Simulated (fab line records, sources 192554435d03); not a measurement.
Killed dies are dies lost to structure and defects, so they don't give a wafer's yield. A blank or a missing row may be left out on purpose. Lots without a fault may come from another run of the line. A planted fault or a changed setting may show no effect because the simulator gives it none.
Which tool did it? | flow n5_finfet | 12 lots, 36 wafers sampled, at 1 step of a route of 1938

WHAT THE GAUGES READ, wafer by wafer
N5_ILD0_THK_MEAS_13.
lot  | measured    | on            | thk_nm (nm)
L075 | day 3 23:26 | film_metro-01 | 18.5 19.8 19.7
L077 | day 4 10:41 | film_metro-02 | 17.6 18.7 18.5
L079 | day 4 22:14 | film_metro-02 | 19.3 19.1 19.2
L081 | day 5 10:59 | film_metro-01 | 19.2 19.7 18.8
L083 | day 6 00:58 | film_metro-01 | 15.6 17.2 18.6
L085 | day 6 13:32 | film_metro-01 | 19.0 18.4 18.9
L087 | day 7 06:46 | film_metro-02 | 18.4 18.5 18.4
L089 | day 7 13:58 | film_metro-02 | 18.8 18.2 18.3
L091 | day 8 02:10 | film_metro-02 | 16.5 20.0 19.3
L093 | day 8 15:13 | film_metro-01 | 16.1 16.3 15.8
L095 | day 9 02:33 | film_metro-01 | 17.6 18.2 18.1
L097 | day 9 13:59 | film_metro-02 | 18.9 18.8 18.9

WHICH TOOL RAN EACH LOT (tool, then ch and the chambers of the sampled wafers, then the start)
The record holds no process step before these readings.

THE ANSWER, worked out from the rows above alone
Rule: what is usual is taken from the lots themselves. Put in order of their means at a reading, lots are off if they are a third of the lots or fewer, leave a main group of 4 or more, and stand apart from it by a gap of 3 or more times the standard deviation of the main group's means; of several such gaps the widest counts. A main group whose means are all the same, to the digits that the tables above print for the reading, isn't used. A lot without any number at a reading at which 4 lots or more have one is off too. The other lots that the step has rows for count as sound.
No lot is off at any reading shown: from this, nothing can be told.

WHAT THE SIMULATOR HAD PUT IN
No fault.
